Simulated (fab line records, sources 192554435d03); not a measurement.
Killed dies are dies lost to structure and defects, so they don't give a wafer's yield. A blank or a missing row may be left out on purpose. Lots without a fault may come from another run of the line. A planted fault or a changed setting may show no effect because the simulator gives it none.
Which tool did it? | flow n5_finfet | 24 lots, 72 wafers sampled, at 3 steps of a route of 1938

WHAT THE GAUGES READ, wafer by wafer
N5_GATE_CUT_CD_MEAS_13: target cd 20 nm.
lot  | measured     | on        | cd_nm (nm)
L074 | day 4 13:49  | cd_sem-02 | 20.2 19.7 20.1
L075 | day 5 00:44  | cd_sem-01 | 19.7 19.7 19.7
L076 | day 5 00:53  | cd_sem-02 | 19.7 19.3 19.6
L077 | day 5 09:29  | cd_sem-02 | 20.1 19.4 20.2
L078 | day 5 11:11  | cd_sem-01 | 20.7 20.1 19.7
L079 | day 5 17:47  | cd_sem-02 | 19.6 19.8 20.2
L080 | day 6 04:01  | cd_sem-01 | 20.3 19.9 19.6
L081 | day 6 04:28  | cd_sem-02 | 19.9 19.8 20.0
L082 | day 6 14:25  | cd_sem-01 | 20.5 20.1 20.0
L083 | day 6 16:23  | cd_sem-01 | 20.0 19.8 19.8
L084 | day 7 02:55  | cd_sem-02 | 19.8 19.4 19.7
L085 | day 7 09:17  | cd_sem-03 | 20.4 20.8 20.7
L086 | day 7 14:58  | cd_sem-01 | 19.7 19.4 20.3
L087 | day 7 20:05  | cd_sem-01 | 20.3 20.1 20.1
L088 | day 8 01:45  | cd_sem-02 | 19.7 20.0 20.4
L089 | day 8 08:08  | cd_sem-02 | 20.1 19.7 20.0
L090 | day 8 11:04  | cd_sem-01 | 19.9 19.7 19.6
L091 | day 8 16:30  | cd_sem-02 | 19.9 19.4 19.8
L092 | day 8 22:35  | cd_sem-01 | 20.5 20.1 19.9
L093 | day 9 06:42  | cd_sem-01 | 20.2 20.1 19.9
L094 | day 9 17:24  | cd_sem-03 | 20.0 20.2 20.0
L095 | day 9 18:46  | cd_sem-01 | 19.7 19.5 20.0
L096 | day 10 01:48 | cd_sem-03 | 20.0 20.0 20.0
L097 | day 10 07:00 | cd_sem-01 | 20.5 20.3 20.0

N5_GATE_CUT_OVL_MEAS_14.
lot  | measured     | on         | GATE_CUT_OVL (nm)
L074 | day 4 13:50  | overlay-01 | -1.1 0.7 -0.3
L075 | day 5 00:46  | overlay-02 | -0.4 0.1 0.3
L076 | day 5 00:55  | overlay-01 | 1.0 0.3 -0.3
L077 | day 5 09:31  | overlay-01 | -1.0 -0.5 0.1
L078 | day 5 11:14  | overlay-01 | -0.3 0.6 -0.2
L079 | day 5 17:49  | overlay-02 | -0.3 0.6 0.4
L080 | day 6 04:03  | overlay-02 | 0.0 -0.7 -0.7
L081 | day 6 04:30  | overlay-02 | -0.1 0.2 1.0
L082 | day 6 14:26  | overlay-02 | 0.2 0.9 -0.2
L083 | day 6 16:25  | overlay-02 | 0.2 0.3 0.4
L084 | day 7 02:57  | overlay-02 | 0.7 0.8 0.2
L085 | day 7 09:19  | overlay-02 | 0.1 0.5 -0.5
L086 | day 7 15:00  | overlay-02 | -0.6 0.3 0.7
L087 | day 7 20:08  | overlay-01 | 0.4 0.3 0.9
L088 | day 8 01:47  | overlay-01 | 0.5 -0.2 0.1
L089 | day 8 08:11  | overlay-02 | -0.4 -1.4 -1.3
L090 | day 8 11:07  | overlay-01 | 0.6 1.4 0.9
L091 | day 8 16:32  | overlay-01 | 0.5 0.6 1.4
L092 | day 8 22:38  | overlay-02 | 0.5 0.2 0.7
L093 | day 9 06:44  | overlay-01 | 0.5 -0.5 -0.4
L094 | day 9 17:26  | overlay-02 | -0.8 -0.2 -0.9
L095 | day 9 18:47  | overlay-01 | 1.5 1.6 1.8
L096 | day 10 01:50 | overlay-01 | -0.1 1.7 0.3
L097 | day 10 07:02 | overlay-01 | 1.2 1.0 1.2

WHICH TOOL RAN EACH LOT (tool, then ch and the chambers of the sampled wafers, then the start)
lot  | N5_HKMG_FIN_ETCH_67
L074 | rie_diel-04 ch 0,3, day 4 07:59
L075 | rie_diel-03 ch 1,2, day 4 17:05
L076 | rie_diel-04 ch 0,1,2, day 4 18:05
L077 | rie_diel-01 ch 0,2,3, day 5 03:55
L078 | rie_diel-03 ch 0,1,3, day 5 05:32
L079 | rie_diel-04 ch 0,1,2, day 5 10:44
L080 | rie_diel-04 ch 0,2,3, day 5 22:27
L081 | rie_diel-01 ch 2,3, day 5 22:54
L082 | rie_diel-04 ch 0,3, day 6 08:37
L083 | rie_diel-01 ch 0,1,2, day 6 10:41
L084 | rie_diel-01 ch 0,3, day 6 21:20
L085 | rie_diel-04 ch 0,1, day 7 03:30
L086 | rie_diel-04 ch 0,3, day 7 08:40
L087 | rie_diel-03 ch 1,3, day 7 14:16
L088 | rie_diel-03 ch 0,2,3, day 7 19:58
L089 | rie_diel-04 ch 0,2,3, day 8 02:16
L090 | rie_diel-01 ch 0,1, day 8 05:14
L091 | rie_diel-01 ch 0,1,3, day 8 10:49
L092 | rie_diel-03 ch 0,1, day 8 16:54
L093 | rie_diel-03 ch 0,2,3, day 9 00:59
L094 | rie_diel-03 ch 0,3, day 9 10:37
L095 | rie_diel-01 ch 1,3, day 9 13:10
L096 | rie_diel-03 ch 1,2,3, day 9 20:07
L097 | rie_diel-01 ch 1,2,3, day 10 01:08
- N5_HKMG_FIN_ETCH_67: etches SOC in N2/H2, stops on TiN, target depth 388.9 nm.

WHAT THE TOOLS THEMSELVES READ (means of the sampled wafers that have a number; where no wafer has one, the mark that the record gives instead)
N5_HKMG_FIN_ETCH_67.
lot  | tool        | drypump_motor_current_A (A) | h2_flow_sccm (sccm) | oes_product_au (a.u.) | rf_vpp_V (V) | showerhead_plenum_p_Torr (Torr) | throttle_valve_pct (%)
L074 | rie_diel-04 | 5.2                         | 199.9               | 0.80                  | 240.2        | 2.55                            | 17.95
L075 | rie_diel-03 | 5.5                         | 200.1               | 0.88                  | 241.1        | 2.61                            | 17.37
L076 | rie_diel-04 | 5.5                         | 199.7               | 0.92                  | 241.3        | 2.63                            | 17.63
L077 | rie_diel-01 | 5.7                         | 199.7               | 0.77                  | 240.9        | 2.57                            | 18.00
L078 | rie_diel-03 | 5.7                         | 200.5               | 0.79                  | 241.8        | 2.66                            | 17.86
L079 | rie_diel-04 | 5.5                         | 200.3               | 0.90                  | 241.4        | 2.63                            | 17.65
L080 | rie_diel-04 | 5.2                         | 200.4               | 0.82                  | 242.3        | 2.61                            | 17.77
L081 | rie_diel-01 | 5.5                         | 199.4               | 0.72                  | 240.8        | 2.60                            | 18.18
L082 | rie_diel-04 | 5.2                         | 200.0               | 0.77                  | 240.5        | 2.54                            | 17.97
L083 | rie_diel-01 | 5.8                         | 200.2               | 0.75                  | 239.3        | 2.48                            | 17.95
L084 | rie_diel-01 | 6.2                         | 199.8               | 0.80                  | 242.0        | 2.62                            | 17.77
L085 | rie_diel-04 | 5.8                         | 200.6               | 0.90                  | 240.5        | 2.56                            | 17.75
L086 | rie_diel-04 | 5.2                         | 199.9               | 0.75                  | 240.5        | 2.54                            | 18.00
L087 | rie_diel-03 | 5.5                         | 199.8               | 0.75                  | 242.7        | 2.63                            | 17.87
L088 | rie_diel-03 | 6.0                         | 199.9               | 0.72                  | 240.3        | 2.57                            | 18.00
L089 | rie_diel-04 | 5.3                         | 200.1               | 0.79                  | 241.1        | 2.61                            | 17.81
L090 | rie_diel-01 | 6.2                         | 200.3               | 0.78                  | 240.3        | 2.54                            | 17.72
L091 | rie_diel-01 | 6.0                         | 199.6               | 0.75                  | 240.1        | 2.57                            | 17.89
L092 | rie_diel-03 | 5.9                         | 200.1               | 0.76                  | 242.0        | 2.66                            | 17.94
L093 | rie_diel-03 | 5.9                         | 200.5               | 0.71                  | 241.3        | 2.56                            | 18.04
L094 | rie_diel-03 | 5.9                         | 199.9               | 0.68                  | 241.4        | 2.62                            | 18.23
L095 | rie_diel-01 | 5.7                         | 200.0               | 0.71                  | 240.1        | 2.50                            | 18.00
L096 | rie_diel-03 | 5.6                         | 199.6               | 0.75                  | 241.0        | 2.56                            | 17.74
L097 | rie_diel-01 | 5.5                         | 199.4               | 0.78                  | 240.8        | 2.60                            | 18.04

THE ANSWER, worked out from the rows above alone
Rule: what is usual is taken from the lots themselves. Put in order of their means at a reading, lots are off if they are a third of the lots or fewer, leave a main group of 4 or more, and stand apart from it by a gap of 3 or more times the standard deviation of the main group's means; of several such gaps the widest counts. A main group whose means are all the same, to the digits that the tables above print for the reading, isn't used. A lot without any number at a reading at which 4 lots or more have one is off too. The other lots that the step has rows for count as sound. The gauges are gone through in route order, then the tools' own readings, and for those a lot's mean is taken as printed above. The first step at which some lot is off is used, and at that step the reading that is off furthest; a lot without a number counts as furthest.
No lot is off at any reading shown: from this, nothing can be told.

WHAT THE SIMULATOR HAD PUT IN
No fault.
